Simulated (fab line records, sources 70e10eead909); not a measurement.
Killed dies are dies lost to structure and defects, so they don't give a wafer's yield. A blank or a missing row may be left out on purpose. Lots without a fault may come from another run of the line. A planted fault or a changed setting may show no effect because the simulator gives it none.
8D (eight disciplines) problem report, filled in by code / flow nandHarc / the parts of the form that need people (team, actions taken, sign-off) are left out

1. THE PROBLEM
Wafers without a fault read 2.6, standard deviation 2.1; killedAtPeriphery at NHARC_END_SORT_01 reads a mean of 344.0 on 4 wafers belonging to 2 lots. So: +99 or more standard deviations from the usual mean.
Earliest sighting: wafer L905.1 on prober-02 at day 26 06:05. The record has a number at this step for 9 wafers belonging to 3 lots. Rule for "out" (also "out of limits"): further than 4 standard deviations from the usual mean. The other wafers with a number count as sound.

2. WHAT THIS IS AND IS NOT
question=which readings at this step | is=killedAtPeriphery, defectLimitedYield, killedDies, sort_bin_2_pct, sort_bin_3_pct, sort_bin_4_pct, sortNPass, sortRimYieldPct, sortYieldPct | is not=killedAtArray, killedAtOther, killedOpen, killedShort
question=which lots | is=L905, L906 | is not=L901
question=which wafers of those lots | is=L905.1, L905.4, L906.2, L906.5 | is not=L905.3, L906.6
question=read on which gauges | is=prober-02 | is not=prober-01
question=when | is=from day 26 06:05 | is not=up to then (3 sound wafers); but 2 sound wafers of L905, L906 came after

3. WHAT RULES OUT EACH SUSPECT
Counting: any tool at a process step up to the reading remains a suspect provided it ran every lot that is out. Sound lots after the first of them don't rule it out here, since some wafers of a struck lot are sound.
- the gauge at NHARC_END_SORT_01: kept. All the wafers that are out were read on prober-02, and no step on other tools shows them out.
- ecdCu-01 at NHARC_P_BONDPAD_ECD_18 (material Cu, target thk 400 nm): kept. Every lot that is out went through it, the first being L905 (day 10 21:44); the last sound lot it ran before that was L901 (day 10 08:13).
- rieSi-05 at NHARC_THIN_TSV_ETCH_15 (target depth 3000 nm, bosch target overetch cycles 2, bosch etch step 2.8 s): kept. It ran every lot that is out, first L905 (day 25 12:56).
- pvdSputter-03 at NHARC_THIN_TSV_DEGAS_53 (time 60 s): kept. It ran every lot that is out, first L905 (day 25 17:00).
Left after counting: ecdCu-01 at NHARC_P_BONDPAD_ECD_18, rieSi-05 at NHARC_THIN_TSV_ETCH_15, pvdSputter-03 at NHARC_THIN_TSV_DEGAS_53, prober-02 at NHARC_END_SORT_01.

4. THE CAUSE (what the simulator had put in)
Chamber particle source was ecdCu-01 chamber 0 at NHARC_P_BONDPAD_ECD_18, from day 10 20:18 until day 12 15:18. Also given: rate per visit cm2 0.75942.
4 suspects survive the count, and this tool is in that group.

5. THE CHAIN OF EFFECTS, in route order
Each row: a reading whose mean over the struck wafers that have a number lies more than 3 standard deviations from the usual. Readings are gone through only where the record gives a usual standard deviation; hours: the median, over the lots, of the time from a lot's start at the first step in this table giving one to that lot's start at this step; sigmas: the change measured in usual standard deviations.
hours=0; step=NHARC_END_SORT_01; reading=defectLimitedYield; usual=95.4 %; on struck wafers=45.0; change=-50.4; sigmas=-32
hours=0; step=NHARC_END_SORT_01; reading=killedAtPeriphery; usual=2.6; on struck wafers=344.0; change=+341.4; sigmas=+99 or more
hours=0; step=NHARC_END_SORT_01; reading=killedDies; usual=31; on struck wafers=372; change=+342; sigmas=+31
hours=0; step=NHARC_END_SORT_01; reading=sort_bin_2_pct; usual=1.5 %; on struck wafers=19.9; change=+18.4; sigmas=+29
hours=0; step=NHARC_END_SORT_01; reading=sort_bin_3_pct; usual=0.26 %; on struck wafers=3.17; change=+2.92; sigmas=+14
hours=0; step=NHARC_END_SORT_01; reading=sort_bin_4_pct; usual=2.9 %; on struck wafers=31.9; change=+29.0; sigmas=+26
hours=0; step=NHARC_END_SORT_01; reading=sortNPass; usual=646; on struck wafers=304; change=-342; sigmas=-31
hours=0; step=NHARC_END_SORT_01; reading=sortRimYieldPct; usual=96.4 %; on struck wafers=45.5; change=-50.9; sigmas=-22
hours=0; step=NHARC_END_SORT_01; reading=sortYieldPct; usual=95.4 %; on struck wafers=45.0; change=-50.4; sigmas=-32

6. HOW IT WOULD HAVE BEEN CAUGHT EARLIER
In this record the first reading out of limits at a measuring or inspecting step was taken at day 26 06:05, 370 hours after the fault began at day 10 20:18.
The start of NHARC_P_BONDPAD_ECD_18 on ecdCu-01 came by day 26 06:05 for every one of the lots that are out (2). Had the tool been put on hold then, not one of them would have been saved.
